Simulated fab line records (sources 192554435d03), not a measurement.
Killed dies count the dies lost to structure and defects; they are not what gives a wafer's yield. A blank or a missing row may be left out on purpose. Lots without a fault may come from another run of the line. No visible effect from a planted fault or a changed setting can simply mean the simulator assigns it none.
Which tool is to blame? ; flow n5-finfet ; 18 lots with 54 wafers sampled at 4 steps, on a route of 1938 steps

## WHAT EACH GAUGE READ, for each wafer
N5_BEOL_M0_SAQP_OVL_MEAS_15. Usual: M0_CORE_OVL gives -0.4 nm (standard deviation 0.8).
lot;measured;on;M0_CORE_OVL (nm);flag
L074;day 5 17:07;overlay-01;0.9 0.2 0.5;
L075;day 5 20:44;overlay-02;0.0 0.1 0.6;
L077;day 6 11:59;overlay-01;-0.3 -1.2 0.0;
L080;day 7 11:16;overlay-02;-1.6 -1.1 -1.6;
L081;day 7 13:53;overlay-02;-0.6 -1.1 -1.0;
L082;day 7 17:57;overlay-01;-0.5 -1.3 -0.4;
L084;day 8 00:01;overlay-02;0.0 0.1 0.8;
L085;day 8 08:25;overlay-02;-1.6 -1.0 0.0;
L086;day 8 15:43;overlay-02;-0.1 -0.7 -0.5;
L087;day 8 18:44;overlay-01;-1.6 -2.0 -1.1;
L089;day 9 05:55;overlay-01;0.0 -0.7 -0.6;
L090;day 9 10:47;overlay-02;-1.9 -1.4 -1.8;
L091;day 9 13:27;overlay-02;-0.3 -0.1 -1.3;
L092;day 9 23:32;overlay-01;-0.9 -0.2 -0.8;
L093;day 10 04:26;overlay-02;-1.5 -0.6 -0.7;
L094;day 10 16:26;overlay-01;-1.4 -0.4 -1.3;
L095;day 11 13:08;overlay-01;-0.7 0.4 0.3;
L097;day 12 05:40;overlay-01;0.9 0.8 1.6;

N5_BEOL_M0_SAQP_CD_MEAS_25: the cd target is 13.1 nm. Usual: cd-nm reads 12.82 nm (standard deviation 0.23).
lot;measured;on;cd-nm (nm);flag
L074;day 5 20:13;cd-sem-01;12.47 12.94 12.70;
L075;day 5 22:55;cd-sem-03;12.63 12.81 12.92;
L077;day 6 13:44;cd-sem-03;12.64 13.21 13.02;
L080;day 7 13:02;cd-sem-03;13.36 12.65 13.06;
L081;day 8 08:01;cd-sem-03;12.47 12.86 13.00;
L082;day 8 10:23;cd-sem-03;13.27 12.90 12.59;
L084;day 8 11:37;cd-sem-02;12.76 12.93 12.77;
L085;day 8 12:34;cd-sem-02;12.79 12.80 12.77;
L086;day 8 19:15;cd-sem-01;12.71 12.64 12.91;
L087;day 8 22:46;cd-sem-03;13.03 12.86 12.37;
L089;day 9 09:44;cd-sem-02;12.74 12.58 12.69;
L090;day 9 12:56;cd-sem-02;12.67 13.07 12.67;
L091;day 9 16:52;cd-sem-03;12.93 12.75 12.52;
L092;day 10 03:38;cd-sem-03;12.70 12.97 12.87;
L093;day 10 08:06;cd-sem-02;13.18 12.91 12.92;
L094;day 10 18:10;cd-sem-02;12.50 12.64 12.54;
L095;day 11 15:05;cd-sem-01;12.85 12.83 13.12;
L097;day 12 09:47;cd-sem-01;12.71 12.86 13.01;

## EACH LOT AND THE TOOL THAT RAN IT (in order: tool; ch and the chambers of the sampled wafers; start)
lot;N5_BEOL_M0_SAQP_HM_OPEN_112;N5_BEOL_M0_SAQP_SPACER1_ETCHBACK_99
L074;rie-diel-05 ch 0,2,3, day 5 17:25;rie-diel-06 ch 0,3, day 5 20:01
L075;rie-diel-05 ch 0,1,3, day 5 20:59;rie-diel-04 ch 2,3, day 5 22:43
L077;rie-diel-04 ch 2,3, day 6 12:14;rie-diel-06 ch 0,2,3, day 6 13:32
L080;rie-diel-04 ch 0,1,2, day 7 11:31;rie-diel-06 ch 2,3, day 7 12:50
L081;rie-diel-04 ch 0,1, day 7 14:08;rie-diel-04 ch 0,2,3, day 8 07:49
L082;rie-diel-05 ch 0,2, day 7 18:12;rie-diel-05 ch 0,1,3, day 8 10:11
L084;rie-diel-05 ch 1,2,3, day 8 00:16;rie-diel-04 ch 0,2,3, day 8 11:25
L085;rie-diel-04 ch 0,1,3, day 8 08:47;rie-diel-04 ch 1,2,3, day 8 12:22
L086;rie-diel-06 ch 0,2, day 8 15:58;rie-diel-05 ch 0,2, day 8 19:04
L087;rie-diel-05 ch 0,2,3, day 8 18:59;rie-diel-05 ch 0,1,3, day 8 22:35
L089;rie-diel-05 ch 0,1,2, day 9 06:10;rie-diel-04 ch 0,2,3, day 9 09:32
L090;rie-diel-04 ch 0,1,3, day 9 11:08;rie-diel-05 ch 0,1,3, day 9 12:45
L091;rie-diel-04 ch 0,1,3, day 9 13:42;rie-diel-05 ch 1,3, day 9 16:40
L092;rie-diel-06 ch 1,2,3, day 9 23:47;rie-diel-04 ch 0,3, day 10 03:25
L093;rie-diel-04 ch 1,2,3, day 10 04:41;rie-diel-04 ch 0,3, day 10 07:54
L094;rie-diel-05 ch 0,1,3, day 10 16:46;rie-diel-04 ch 1,2,3, day 10 17:58
L095;rie-diel-05 ch 0,1,2, day 11 13:23;rie-diel-05 ch 0,1,2, day 11 14:53
L097;rie-diel-06 ch 0,1,3, day 12 05:55;rie-diel-06 ch 0,2,3, day 12 09:35
- N5_BEOL_M0_SAQP_HM_OPEN_112: chemistry CHF3/O2, target SiO2, stops on a-Si, target depth 12 nm, time 13.5 s.
- N5_BEOL_M0_SAQP_SPACER1_ETCHBACK_99: etches SiO2 in CHF3/O2, target depth 15.4 nm, time 7.7 s.

## WHAT THE TOOLS THEMSELVES READ (means of the sampled wafers that have a number; where no wafer has one, the mark that the record gives instead)
N5_BEOL_M0_SAQP_HM_OPEN_112. Usual: O2_flow_sccm 4.998 sccm, standard deviation 0.014; chamber-pressure-mTorr 30.000 mTorr, standard deviation 0.028; drypump-motor-current-A 5.7 A, standard deviation 0.41; oes-product-au 0.51 a.u., standard deviation 0.05; rf-fwd-power-W 645.2 W, standard deviation 2.2; rf-vpp-V 522 V, standard deviation 6.8; showerhead-plenum-p-Torr 2.41 Torr, standard deviation 0.092; throttle-valve-pct 18.93 %, standard deviation 0.22.
lot;tool;O2_flow_sccm (sccm);chamber-pressure-mTorr (mTorr);drypump-motor-current-A (A);oes-product-au (a.u.);rf-fwd-power-W (W);rf-vpp-V (V);showerhead-plenum-p-Torr (Torr);throttle-valve-pct (%);flag
L074;rie-diel-05;4.994;29.994;5.3;0.54;645.9;516;2.35;18.83;
L075;rie-diel-05;4.996;29.969;5.5;0.54;645.8;520;2.32;18.77;
L077;rie-diel-04;5.005;30.008;5.8;0.47;646.4;521;2.43;19.12;
L080;rie-diel-04;4.994;30.014;6.0;0.50;644.4;525;2.41;18.98;
L081;rie-diel-04;4.990;29.980;6.2;0.53;644.3;520;2.46;18.98;
L082;rie-diel-05;5.006;29.980;5.6;0.57;646.4;518;2.37;18.74;
L084;rie-diel-05;4.992;29.980;5.2;0.50;645.8;518;2.34;18.97;
L085;rie-diel-04;4.997;29.998;6.0;0.50;645.2;521;2.47;19.04;
L086;rie-diel-06;5.003;30.025;5.9;0.59;644.4;530;2.51;18.74;
L087;rie-diel-05;4.992;29.998;5.3;0.52;645.7;517;2.35;18.87;
L089;rie-diel-05;5.012;29.981;5.4;0.53;646.2;520;2.36;18.86;
L090;rie-diel-04;5.012;29.981;6.0;0.49;643.8;520;2.47;19.05;
L091;rie-diel-04;5.003;29.999;6.1;0.49;644.9;521;2.47;19.04;
L092;rie-diel-06;4.988;30.040;5.5;0.57;644.6;531;2.53;18.55;
L093;rie-diel-04;4.999;29.992;5.9;0.45;646.7;525;2.41;19.05;
L094;rie-diel-05;4.992;29.999;5.5;0.51;647.8;520;2.31;18.83;
L095;rie-diel-05;5.002;30.020;5.4;0.52;645.1;519;2.35;18.89;
L097;rie-diel-06;4.998;30.014;5.5;0.55;644.8;530;2.55;18.73;

N5_BEOL_M0_SAQP_SPACER1_ETCHBACK_99. Usual: O2_flow_sccm 5.001 sccm, standard deviation 0.016; chamber-pressure-mTorr 29.999 mTorr, standard deviation 0.028; drypump-motor-current-A 5.7 A, standard deviation 0.38; oes-product-au 0.79 a.u., standard deviation 0.084; rf-fwd-power-W 646.1 W, standard deviation 2.3; rf-vpp-V 523 V, standard deviation 7; showerhead-plenum-p-Torr 2.43 Torr, standard deviation 0.1; throttle-valve-pct 18.98 %, standard deviation 0.22.
lot;tool;O2_flow_sccm (sccm);chamber-pressure-mTorr (mTorr);drypump-motor-current-A (A);oes-product-au (a.u.);rf-fwd-power-W (W);rf-vpp-V (V);showerhead-plenum-p-Torr (Torr);throttle-valve-pct (%);flag
L074;rie-diel-06;5.009;30.005;5.7;0.91;647.0;526;2.57;18.85;
L075;rie-diel-04;5.002;29.997;5.7;0.73;645.0;521;2.43;19.19;
L077;rie-diel-06;4.998;30.004;5.8;0.84;644.7;528;2.54;18.97;
L080;rie-diel-06;4.975;29.983;5.8;0.92;644.2;530;2.50;18.67;
L081;rie-diel-04;5.003;30.009;5.9;0.76;644.8;519;2.41;19.17;
L082;rie-diel-05;4.999;29.993;5.5;0.80;645.3;520;2.31;18.87;
L084;rie-diel-04;5.004;30.010;5.9;0.75;647.2;519;2.41;19.18;
L085;rie-diel-04;5.005;30.015;5.9;0.71;647.1;525;2.42;19.08;
L086;rie-diel-05;5.005;30.005;5.5;0.84;643.1;519;2.36;18.81;
L087;rie-diel-05;4.998;29.990;5.5;0.79;646.6;520;2.31;18.87;
L089;rie-diel-04;5.003;29.978;6.0;0.75;645.3;519;2.41;19.20;
L090;rie-diel-05;5.018;29.989;5.5;0.78;645.3;521;2.31;18.90;
L091;rie-diel-05;4.991;30.023;5.4;0.74;647.7;521;2.30;18.97;
L092;rie-diel-04;5.014;29.986;6.2;0.78;645.1;515;2.46;19.22;
L093;rie-diel-04;5.005;29.973;6.0;0.75;642.8;516;2.47;19.25;
L094;rie-diel-04;5.001;30.005;5.8;0.70;646.4;525;2.41;19.12;
L095;rie-diel-05;4.999;30.020;5.4;0.78;648.0;519;2.35;18.94;
L097;rie-diel-06;5.017;29.998;5.8;0.85;645.7;529;2.52;18.89;

## THE ANSWER, worked out from the rows above alone
Rule: a lot counts as off when the mean over its wafers that have a number is more than 3 standard deviations away from the usual mean. A lot without any number at a reading at which 4 lots or more have one is off too. Any other lot the step has rows for is counted as sound. The gauges are gone through in route order, then the tools' own readings, and for those a lot's mean is taken as printed above. The first step at which some lot is off is used, and at that step the reading that is off furthest; a lot without a number counts as furthest.
No lot is off on any of the readings shown, so nothing can be concluded from this.

## WHAT THE SIMULATOR PUT IN
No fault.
